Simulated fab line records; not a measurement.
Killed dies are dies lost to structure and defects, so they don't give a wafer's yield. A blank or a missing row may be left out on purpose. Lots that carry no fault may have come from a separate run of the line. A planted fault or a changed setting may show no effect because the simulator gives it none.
fab line records	flow n5_finfet	part 1 of 2: steps 1 to 19 of 20
[record] lots = 6	wafers = 17	last_day = 16
route steps=1938 shown FIN_CUT@161 BEOL_M4@1111 PASSIVATION@1936
lots untouched by any fault: they come from a run of this same line in which no faults occurred
start_h: hours from the record's opening day to when the first of the lot's shown wafers began	wait_h: hours since the lot's step before	" as in the row above	L1.1+2: a single row standing in for several wafers	- either no value or no given start	* or withheld: withheld	< > ~ a bound
route shown NAME@n: names a module that has steps shown in the file, with the first one's number in the route	usual: average and standard deviation across the fault-free wafers	same: alike in all rows	chamber/n: place in a boat	sites: the reading at each site	_std_site: standard deviation across them	_edge_site: inner sites' mean taken away from outer sites' mean	radius_mm: for every site, how far away it sits from the centre of the wafer	mask NAME#n: copy n	behind: the most recent tool/chamber to have shaped the wafer	hold: what put the lot on hold/how long, in hours/how the hold closed	device: names the non-switching transistor (n, p or np)	end of line: tests run on the same wafers once the route is complete	a step without rows: its recipe alone	killed: the dies lost at the first sort to structure and to defects; this is not the yield of the wafer	map: shows each die of a wafer: x if killed, . if not, _ if none is there
set.NAME: the setting that was run; set.NAME@STEP: the one run at that earlier step	model.NAME: the simulator's own value behind a step, which no gauge read
a table for each step, a row for each wafer; lots at some steps of the route
services: the hour from which a tool's chamber was out of use, counted from the record's first day as start_h (under 0 if before that day), plus the number of hours and why
[[steps]]
[step N5_FIN_CUT_PEB_06]
[recipe] peb_temp_c = 100	peb_time_s = 60	resist = CAR-EUV
[step N5_FIN_CUT_DEVELOP_07]
[recipe] develop_time_s = 30	developer = TMAH	resist = CAR-EUV	rinse_liquid = surfactant_rinse	dry = air_spin	dev_temp_c = 23
[step N5_FIN_CUT_CD_MEAS_08]
[recipe] target_cd_nm = 29.1	landing_energy_ev = 500	detector = se_inlens	polarity = opening
[usual] cd_nm = 29.10/0.24
lot.wafer	tool	chamber	start_h	wait_h	cd_nm
L817.1	cd_sem-01	0	26.01	-	29.16
L817.2	"	0	"	"	29.60
L817.6	"	0	"	"	29.01
L824.1	cd_sem-03	0	69.11	-	29.10
L824.5	"	0	"	"	28.94
L824.6	"	0	"	"	28.95
L826.1	cd_sem-03	0	81.63	-	28.75
L826.4	"	0	"	"	29.04
L826.5	"	0	"	"	28.76
L827.1	cd_sem-02	0	88.18	-	28.96
L827.4	"	0	"	"	28.86
L827.5	"	0	"	"	29.26
L837.2	cd_sem-01	0	147.31	-	28.97
L837.3	"	0	"	"	29.04
L837.4	"	0	"	"	29.27
L838.3	cd_sem-01	0	154.18	-	29.55
L838.4	"	0	"	"	29.38
[step N5_FIN_CUT_OVL_MEAS_09]
[recipe] points_per_wafer = 522
[usual] FIN_CUT_OVL = 0.1/0.74
lot.wafer	tool	chamber	start_h	wait_h	FIN_CUT_OVL[nm]
L817.1	overlay-01	0	26.04	0.0	0.7
L817.2	"	0	"	"	-0.1
L817.6	"	0	"	"	0.9
L824.1	overlay-02	0	69.14	0.0	1.0
L824.5	"	0	"	"	1.6
L824.6	"	0	"	"	1.1
L826.1	overlay-01	0	81.66	0.0	-0.5
L826.4	"	0	"	"	-0.1
L826.5	"	0	"	"	-0.3
L827.1	overlay-02	0	88.21	0.0	-0.1
L827.4	"	0	"	"	-1.0
L827.5	"	0	"	"	0.5
L837.2	overlay-01	0	147.35	0.0	0.5
L837.3	"	0	"	"	1.3
L837.4	"	0	"	"	0.8
L838.3	overlay-02	0	154.22	0.0	0.4
L838.4	"	0	"	"	-0.9
[step N5_FIN_CUT_INSPECT_10]
[recipe] mode = adi	inspect_instrument = brightfield
[usual] raw_defect_count = 38/9.3
lot.wafer	tool	chamber	start_h	wait_h	raw_defect_count
L817.1	defect_inspect-02	-	26.10	0.1	43
L817.2	"	-	"	"	47
L817.6	"	-	"	"	41
L824.1	defect_inspect-01	-	69.20	0.1	71
L824.5	"	-	"	"	40
L824.6	"	-	"	"	28
L826.1	defect_inspect-02	-	81.72	0.1	42
L826.4	"	-	"	"	37
L826.5	"	-	"	"	34
L827.1	defect_inspect-01	-	88.27	0.1	31
L827.4	"	-	"	"	37
L827.5	"	-	"	"	35
L837.2	defect_inspect-01	-	147.40	0.0	41
L837.3	"	-	"	"	41
L837.4	"	-	"	"	32
L838.3	defect_inspect-02	-	154.27	0.0	45
L838.4	"	-	"	"	39
[step N5_FIN_CUT_DESCUM_13]
[recipe] chemistry = O2	time_s = 7	source_power_w = 50	bias_power_w = 20	pressure_mtorr = 20	rf_frequency_hz = 2.712e+07	temp_c = 40	resist = CAR-EUV	o2_flow_sccm = 225
[usual] drypump_motor_current_A = 5.9/0.44	oes_product_au = 0.80/0.1	rf_vpp_V = 243.6/1.5	showerhead_plenum_p_Torr = 2.12/0.073	throttle_valve_pct = 20.40/0.23
lot.wafer	tool	chamber	start_h	wait_h	drypump_motor_current_A	oes_product_au	rf_hours_counter_h	rf_vpp_V	showerhead_plenum_p_Torr	throttle_valve_pct
L817.1	rie_diel-02	1	26.13	0.0	6.3	0.79	108	245.2	2.20	20.02
L817.2	"	0	"	"	6.1	0.91	23	245.0	2.23	20.01
L817.6	"	0	"	"	6.0	0.91	-	246.7	2.23	20.04
L824.1	rie_diel-02	2	69.23	0.0	6.2	0.77	156	241.6	2.00	20.69
L824.5	"	1	"	"	6.2	0.77	-	246.6	2.19	20.05
L824.6	"	0	"	"	6.0	0.88	-	244.3	2.22	20.06
L826.1	rie_diel-06	1	81.90	0.2	6.2	0.66	248	243.2	2.15	20.39
L826.4	"	0	"	"	6.0	0.69	210	243.0	2.07	20.54
L826.5	"	3	"	"	5.8	0.87	-	245.5	2.22	20.11
L827.1	rie_diel-06	0	88.30	0.0	6.0	0.69	211	242.8	2.07	20.54
L827.4	"	0	"	"	5.9	0.69	-	243.8	2.07	20.56
L827.5	"	3	"	"	5.9	0.87	-	245.0	2.22	20.14
L837.2	rie_diel-06	3	147.43	0.0	5.9	0.84	76	244.9	2.21	20.15
L837.3	"	1	"	"	6.1	0.95	12	244.3	2.14	20.10
L837.4	"	0	"	"	6.0	0.68	230	244.1	2.07	20.58
L838.3	rie_diel-06	0	154.30	0.0	6.0	0.68	232	242.0	2.07	20.58
L838.4	"	2	"	"	5.2	0.90	35	242.8	2.14	20.38
[step N5_FIN_CUT_ETCH_30]
[recipe] chemistry = N2/H2	target = underlayer	target_depth_a = 130	mask_material = CAR-EUV	time_s = 10.4	ion_energy_ev = 200	pressure_mtorr = 30	source_w = 840	bias_w = 150	n2_flow_sccm = 200	h2_flow_sccm = 200	ends = cleared
[usual] drypump_motor_current_A = 5.9/0.43	etch_rf_on_time_s = 10.46/0.16	oes_product_au = 0.68/0.09	rf_vpp_V = 525.0/2.5	showerhead_plenum_p_Torr = 2.58/0.086	throttle_valve_pct = 17.85/0.27
lot.wafer	tool	chamber	start_h	wait_h	drypump_motor_current_A	etch_rf_on_time_s	oes_product_au	rf_hours_counter_h	rf_vpp_V	showerhead_plenum_p_Torr	throttle_valve_pct
L817.1	rie_diel-02	1	26.16	0.0	6.3	10.31	0.67	108	528.7	2.67	17.44
L817.2	"	0	"	"	6.1	10.33	0.77	23	527.7	2.70	17.41
L817.6	"	0	"	"	6.0	10.25	0.77	-	528.2	2.71	17.41
L824.1	rie_diel-02	2	69.27	0.0	6.2	10.49	0.66	156	521.2	2.44	18.19
L824.5	"	1	"	"	6.3	10.41	0.65	-	527.3	2.67	17.45
L824.6	"	0	"	"	6.0	10.32	0.75	-	528.6	2.70	17.42
L826.1	rie_diel-06	1	81.94	0.0	6.2	10.33	0.57	248	525.2	2.60	17.83
L826.4	"	0	"	"	6.0	10.45	0.59	210	521.1	2.51	17.99
L826.5	"	3	"	"	5.9	10.21	0.76	-	528.5	2.70	17.64
L827.1	rie_diel-06	0	88.34	0.0	6.0	10.69	0.58	211	522.2	2.51	18.00
L827.4	"	0	"	"	6.0	10.74	0.59	-	521.0	2.51	17.98
L827.5	"	3	"	"	5.9	10.42	0.75	-	527.7	2.69	17.62
L837.2	rie_diel-06	3	147.47	0.0	5.9	10.33	0.72	76	527.8	2.68	17.67
L837.3	"	1	"	"	6.1	10.15	0.81	12	525.8	2.59	17.47
L837.4	"	0	"	"	6.0	10.58	0.57	230	523.9	2.51	18.03
L838.3	rie_diel-06	0	154.34	0.0	5.9	10.69	0.57	232	522.7	2.50	18.01
L838.4	"	2	"	"	5.3	10.52	0.76	35	526.2	2.58	17.76
[step N5_FIN_CUT_ETCH_20]
[recipe] chemistry = CF4	target = SiARC	target_depth_a = 260	mask_material = CAR-EUV	time_s = 43.3	ion_energy_ev = 80	pressure_mtorr = 40	source_w = 545	bias_w = 36	Ar_flow_sccm = 100	cf4_flow_sccm = 100	ends = cleared
[step N5_FIN_CUT_ETCH_21]
[recipe] chemistry = N2/H2	target = SOC	target_depth_a = 2190	overetch_a = 438	mask_material = SiARC	temp_c = 40	ion_energy_ev = 100	bias_w = 61	time_s = 523.5	pressure_mtorr = 30	source_w = 850	n2_flow_sccm = 200	h2_flow_sccm = 200
[step N5_FIN_CUT_STRIP_23]
[recipe] chemistry = N2/H2	temp_c = 40	n2_flow_sccm = 200	h2_flow_sccm = 200	rf_frequency_hz = 6e+07
[step N5_FIN_CUT_STRIP_31]
[recipe] chemistry = N2/H2	temp_c = 40	n2_flow_sccm = 200	h2_flow_sccm = 200	rf_frequency_hz = 6e+07
[step N5_FIN_CUT_STRIP_24]
[recipe] chemistry = CF4	resist = SiARC	power_w = 300	bias_power_w = 75	pressure_mtorr = 50	cf4_flow_sccm = 150	rf_frequency_hz = 6e+07
[usual] drypump_motor_current_A = 5.9/0.44	oes_product_au = 0.79/0.098	rf_vpp_V = 271.6/1.5	showerhead_plenum_p_Torr = 1.82/0.058	throttle_valve_pct = 13.55/0.28
lot.wafer	tool	chamber	start_h	wait_h	drypump_motor_current_A	oes_product_au	rf_hours_counter_h	rf_vpp_V	showerhead_plenum_p_Torr	throttle_valve_pct
L817.1	rie_diel-02	1	26.55	0.0	6.2	0.77	109	271.9	1.88	13.28
L817.2	"	0	"	"	6.0	0.89	24	275.1	1.90	13.16
L817.6	"	0	"	"	6.0	0.89	-	272.7	1.90	13.14
L824.1	rie_diel-02	2	69.65	0.0	6.2	0.76	156	270.7	1.72	13.86
L824.5	"	1	"	"	6.2	0.76	-	273.7	1.88	13.30
L824.6	"	0	"	"	6.1	0.87	-	272.4	1.90	13.16
L826.1	rie_diel-06	1	82.32	0.0	6.1	0.66	248	272.6	1.84	13.72
L826.4	"	0	"	"	6.0	0.69	210	271.1	1.77	13.73
L826.5	"	3	"	"	5.9	0.86	-	273.9	1.90	13.24
L827.1	rie_diel-06	0	88.72	0.0	5.9	0.69	212	271.3	1.77	13.74
L827.4	"	0	"	"	5.9	0.68	-	269.5	1.77	13.73
L827.5	"	3	"	"	5.8	0.86	-	272.4	1.90	13.25
L837.2	rie_diel-06	3	147.85	0.0	5.9	0.83	77	274.7	1.89	13.31
L837.3	"	1	"	"	6.1	0.92	12	271.8	1.83	13.18
L837.4	"	0	"	"	5.9	0.67	230	269.4	1.76	13.77
L838.3	rie_diel-06	0	154.72	0.0	5.9	0.67	232	271.1	1.76	13.78
L838.4	"	2	"	"	5.2	0.87	35	271.5	1.82	13.39
[step N5_FIN_CUT_CUT_ETCH_26]
[recipe] chemistry = CH3F/O2	target = SiNx	target_depth_a = 390	mask_material = SOC	time_s = 55.7	pressure_mtorr = 30	source_w = 395	bias_w = 73	Ar_flow_sccm = 150	CH3F_flow_sccm = 30	O2_flow_sccm = 20	ion_energy_ev = 120
[usual] O2_flow_sccm = 20.00/0.062	drypump_motor_current_A = 5.9/0.44	oes_ar_750_au = 0.80/0.099	oes_product_au = 0.79/0.1	rf_vpp_V = 298/3.9	showerhead_plenum_p_Torr = 2.03/0.067	throttle_valve_pct = 16.34/0.27
lot.wafer	tool	chamber	start_h	wait_h	O2_flow_sccm	drypump_motor_current_A	oes_ar_750_au	oes_product_au	rf_hours_counter_h	rf_vpp_V	showerhead_plenum_p_Torr	throttle_valve_pct	model.etch.depth_nm	model.SOC_of_FIN_CUT_COAT_18.thk_nm
L817.1	rie_diel-02	1	26.57	0.0	20.01	6.2	0.78	0.79	109	302	2.10	15.98	39.55	210.2
L817.2	"	0	"	"	19.91	6.1	0.89	0.92	24	300	2.13	15.95	39.69	211.2
L817.6	"	0	"	"	20.00	6.1	0.91	0.91	-	300	2.13	15.95	39.45	211
L824.1	rie_diel-02	2	69.67	0.0	20.03	6.2	0.77	0.76	156	297	1.92	16.67	38.77	212.2
L824.5	"	1	"	"	19.99	6.2	0.77	0.78	-	302	2.09	16.02	39.24	211.8
L824.6	"	0	"	"	20.05	6.1	0.88	0.88	-	298	2.12	15.98	39.44	211.6
L826.1	rie_diel-06	1	82.34	0.0	20.02	6.1	0.68	0.66	248	294	2.06	16.44	38.49	211.6
L826.4	"	0	"	"	20.01	6.0	0.70	0.69	210	291	1.98	16.53	38.6	212
L826.5	"	3	"	"	20.06	5.8	0.88	0.88	-	294	2.12	16.01	38.92	211.6
L827.1	rie_diel-06	0	88.74	0.0	20.04	5.9	0.69	0.68	212	293	1.98	16.53	38.29	212.4
L827.4	"	0	"	"	20.02	6.0	0.69	0.69	-	293	1.98	16.52	38.5	211
L827.5	"	3	"	"	19.98	5.9	0.87	0.86	-	294	2.12	15.99	38.83	212
L837.2	rie_diel-06	3	147.87	0.0	19.97	5.8	0.84	0.84	77	293	2.11	16.04	38.6	211
L837.3	"	1	"	"	20.04	6.2	0.94	1.17	12	295	2.05	16.05	55.12	203.2
L837.4	"	0	"	"	20.07	6.0	0.68	0.67	230	294	1.98	16.55	38.26	211.6
L838.3	rie_diel-06	0	154.74	0.0	19.98	6.0	0.68	0.84	232	292	1.98	16.59	53.24	204.6
L838.4	"	2	"	"	19.94	5.2	0.88	0.89	35	302	2.04	16.26	38.58	211.8
[step N5_FIN_CUT_CUT_ETCH_27]
[recipe] chemistry = CHF3/O2	target = SiO2	target_depth_a = 40	mask_material = SOC	overetch_a = 20	time_s = 4.9	pressure_mtorr = 30	source_w = 650	bias_w = 170	Ar_flow_sccm = 200	CHF3_flow_sccm = 50	O2_flow_sccm = 5	ion_energy_ev = 200
[step N5_FIN_CUT_PRECLEAN_35]
[recipe] time_s = 13.3	temp_c = 45	pressure_torr = 125	p_hf_torr = 3	p_coreactant_torr = 25	chemistry = vHF
[usual] drypump_motor_current_A = 5.6/0.38
lot.wafer	tool	chamber	start_h	wait_h	drypump_motor_current_A
L817.1	vapor_etch-02	1	26.68	0.0	5.3
L817.2	"	0	"	"	5.3
L817.6	"	1	"	"	5.3
L824.1	vapor_etch-02	0	69.79	0.1	5.3
L824.5	"	1	"	"	5.3
L824.6	"	0	"	"	5.3
L826.1	vapor_etch-02	0	82.45	0.0	5.4
L826.4	"	0	"	"	5.4
L826.5	"	0	"	"	5.4
L827.1	vapor_etch-01	1	88.85	0.0	5.9
L827.4	"	1	"	"	5.8
L827.5	"	0	"	"	6.2
L837.2	vapor_etch-02	0	147.98	0.0	5.4
L837.3	"	1	"	"	5.4
L837.4	"	0	"	"	5.3
L838.3	vapor_etch-01	1	154.87	0.1	5.9
L838.4	"	0	"	"	6.2
[step N5_FIN_CUT_CUT_ETCH_15]
[recipe] chemistry = HBr/Cl2/O2	target = Si	target_depth_a = 1000	bt_time_s = 10	mask_material = SOC	time_s = 42.4	ion_energy_ev = *	bias_w = *	pressure_mtorr = 10	icp_w = 800	HBr_flow_sccm = 150	Cl2_flow_sccm = 80	O2_flow_sccm = 12
[step N5_FIN_CUT_CUT_ETCH_28]
[recipe] chemistry = HBr/Cl2/O2	target = Si	target_depth_a = 60	mask_material = SOC	time_s = 2.4	ion_energy_ev = *	bias_w = *	pressure_mtorr = 10	icp_w = 800	HBr_flow_sccm = 150	Cl2_flow_sccm = 80	O2_flow_sccm = 12
[usual] O2_flow_sccm = 12.00/0.038	drypump_motor_current_A = 5.7/0.38	oes_product_au = 0.990/0.013	throttle_valve_pct = 37.13/0.25
lot.wafer	tool	chamber	start_h	wait_h	O2_flow_sccm	drypump_motor_current_A	oes_product_au	rf_hours_counter_h	throttle_valve_pct	model.SOC_of_FIN_CUT_COAT_18.thk_nm
L817.1	rie_si-06	2	26.81	0.0	12.05	5.7	0.978	9	36.69	167.2
L817.2	"	0	"	"	11.95	6.3	1.013	4	37.37	168.8
L817.6	"	2	"	"	12.02	5.7	0.979	-	36.67	168.2
L824.1	rie_si-01	0	69.93	0.0	12.04	5.0	1.001	194	37.23	168.4
L824.5	"	2	"	"	12.02	6.3	0.985	-	37.27	168.6
L824.6	"	3	"	"	12.06	5.9	0.976	-	36.80	168.8
L826.1	rie_si-05	1	82.59	0.0	12.04	5.4	0.996	28	37.16	169
L826.4	"	2	"	"	11.97	5.9	0.970	68	37.10	168.6
L826.5	"	0	"	"	12.05	5.6	0.995	-	36.74	168.8
L827.1	rie_si-05	1	88.99	0.0	11.96	5.4	1.012	28	37.17	169.8
L827.4	"	3	"	"	11.98	5.8	0.977	22	37.26	168.6
L827.5	"	0	"	"	11.98	5.7	0.982	-	36.74	169.4
L837.2	rie_si-06	1	148.12	0.0	11.99	5.8	1.006	34	37.39	168.6
L837.3	"	3	"	"	12.00	5.5	0.973	87	37.60	160.8
L837.4	"	0	"	"	12.00	6.3	1.012	6	37.39	169.8
L838.3	rie_si-06	0	154.99	0.0	11.99	6.3	1.009	6	37.37	162
L838.4	"	2	"	"	11.99	5.7	0.985	11	36.68	168.8
[step N5_FIN_CUT_STRIP_22]
[recipe] chemistry = N2/H2	power_w = 500	temp_c = 40	pressure_mtorr = 50	rf_frequency_hz = 6e+07	overash_fraction = 0.3	bias_power_w = 8	h2_frac = 0.5	n2_flow_sccm = 300	h2_flow_sccm = 300
[usual] drypump_motor_current_A = 5.9/0.43	oes_product_au = 0.79/0.096	rf_vpp_V = 54.4/2.3	showerhead_plenum_p_Torr = 3.39/0.13	throttle_valve_pct = 19.0/0.38
lot.wafer	tool	chamber	start_h	wait_h	drypump_motor_current_A	oes_product_au	rf_hours_counter_h	rf_vpp_V	showerhead_plenum_p_Torr	throttle_valve_pct
L817.1	rie_diel-03	2	26.88	0.0	5.3	0.81	95	50.3	3.27	19.4
L817.2	"	3	"	"	5.4	0.72	200	56.2	3.33	19.0
L817.6	"	1	"	"	6.0	0.78	-	49.6	3.53	19.5
L824.1	rie_diel-06	3	69.99	0.0	5.8	0.90	46	54.8	3.56	19.0
L824.5	"	0	"	"	6.0	0.71	-	55.5	3.32	19.1
L824.6	"	1	"	"	6.1	0.68	-	56.0	3.43	18.9
L826.1	rie_diel-03	1	82.68	0.1	5.9	0.77	129	49.1	3.52	19.5
L826.4	"	3	"	"	5.4	0.70	217	53.7	3.33	19.0
L826.5	"	0	"	"	6.7	0.66	-	54.1	3.31	19.2
L827.1	rie_diel-03	0	89.38	0.4	6.7	0.66	245	54.1	3.31	19.3
L827.4	"	2	"	"	5.3	0.78	113	54.6	3.26	19.4
L827.5	"	0	"	"	6.6	0.68	-	51.1	3.31	19.3
L837.2	rie_diel-06	1	148.18	0.0	6.2	0.94	12	49.0	3.42	18.5
L837.3	"	2	"	"	5.3	0.90	33	52.6	3.41	19.0
L837.4	"	0	"	"	6.0	0.69	231	57.8	3.31	19.1
L838.3	rie_diel-06	2	155.06	0.1	5.2	0.89	35	55.1	3.41	19.0
L838.4	"	0	"	"	6.0	0.67	232	58.6	3.31	19.1
[step N5_BEOL_M4_RC_MEAS_101]
[usual] DIBL_N = 36.3/1.2	DIBL_P = 36.1/1.6	IOFF_N = 0.161/0.023	IOFF_P = 0.209/0.027	ION_N = 676/8.9	ION_P = 462/5.3	SS_N = 71.5/0.51	SS_P = 73.2/0.5	VT_N = 249.1/2.5	VT_P = -249.9/2.8
lot.wafer	tool	chamber	start_h	wait_h	DIBL_N[mV/V]	DIBL_P[mV/V]	IOFF_N[nA/um]	IOFF_P[nA/um]	ION_N[uA/um]	ION_P[uA/um]	SS_N[mV/dec]	SS_P[mV/dec]	VT_N[mV]	VT_P[mV]
L817.1	prober-02	0	156.02	0.0	34.5	33.8	0.116	0.162	665	458	71.2	72.8	252.8	-255.1
L817.2	"	0	"	"	35.6	35.4	0.142	0.182	680	462	70.8	73.0	247.7	-252.4
L817.6	"	0	"	"	34.6	34.3	0.120	0.172	656	454	71.3	72.7	252.5	-253.0
L824.1	prober-01	0	211.73	0.0	34.9	35.9	0.141	0.178	677	457	71.6	73.8	249.3	-254.8
L824.5	"	0	"	"	34.5	35.5	0.138	0.172	679	455	70.4	72.8	250.1	-253.9
L824.6	"	0	"	"	35.1	36.0	0.145	0.176	686	466	71.4	72.9	249.1	-252.3
L826.1	prober-01	0	212.66	0.2	36.5	38.4	0.194	0.227	691	464	72.0	72.8	245.6	-249.9
L826.4	"	0	"	"	33.4	34.0	0.133	0.171	668	466	72.0	72.4	247.6	-250.9
L826.5	"	0	"	"	34.6	35.8	0.153	0.190	679	459	72.1	72.7	248.4	-249.3
L827.1	prober-01	0	226.31	0.0	37.7	37.0	0.187	0.214	690	461	72.1	73.3	245.7	-250.6
L827.4	"	0	"	"	37.3	36.4	0.169	0.203	677	458	71.8	72.7	249.1	-247.1
L827.5	"	0	"	"	35.5	35.3	0.141	0.185	663	454	70.9	72.8	251.1	-250.0
L837.2	prober-02	0	278.87	0.2	37.8	37.2	0.202	0.225	695	466	72.2	73.0	245.0	-249.9
L837.3	"	0	"	"	37.4	37.6	0.178	0.224	688	468	72.0	73.8	248.6	-248.7
L837.4	"	0	"	"	36.9	36.7	0.167	0.212	681	459	71.8	72.5	249.6	-249.5
L838.3	prober-02	0	284.91	0.3	37.1	38.2	0.152	0.223	669	455	71.5	73.6	252.4	-247.7
L838.4	"	0	"	"	35.8	36.9	0.135	0.214	666	463	71.0	73.7	254.6	-249.9
[[key]]
first_sign none at tools or gauges
[model_effect] step = N5_FIN_CUT_CUT_ETCH_26	value = etch.depth_nm	without = 39.03	struck = 54.18
[model_effect] step = N5_FIN_CUT_CUT_ETCH_28	value = SOC_of_FIN_CUT_COAT_18.thk_nm	without = 168.7	struck = 161.4
met_at N5_FIN_CUT_CUT_ETCH_26
struck_wafers L837.3,L838.3
onset_between 88.74 147.87
[fault] kind = process_parameter_drift	tool = rie_diel-06	chamber = -	onset_h = 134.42	steps = N5_FIN_CUT_CUT_ETCH_26	channel = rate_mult	offset = 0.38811	shape = step	end_h = 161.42	scope = struck_wafers_only
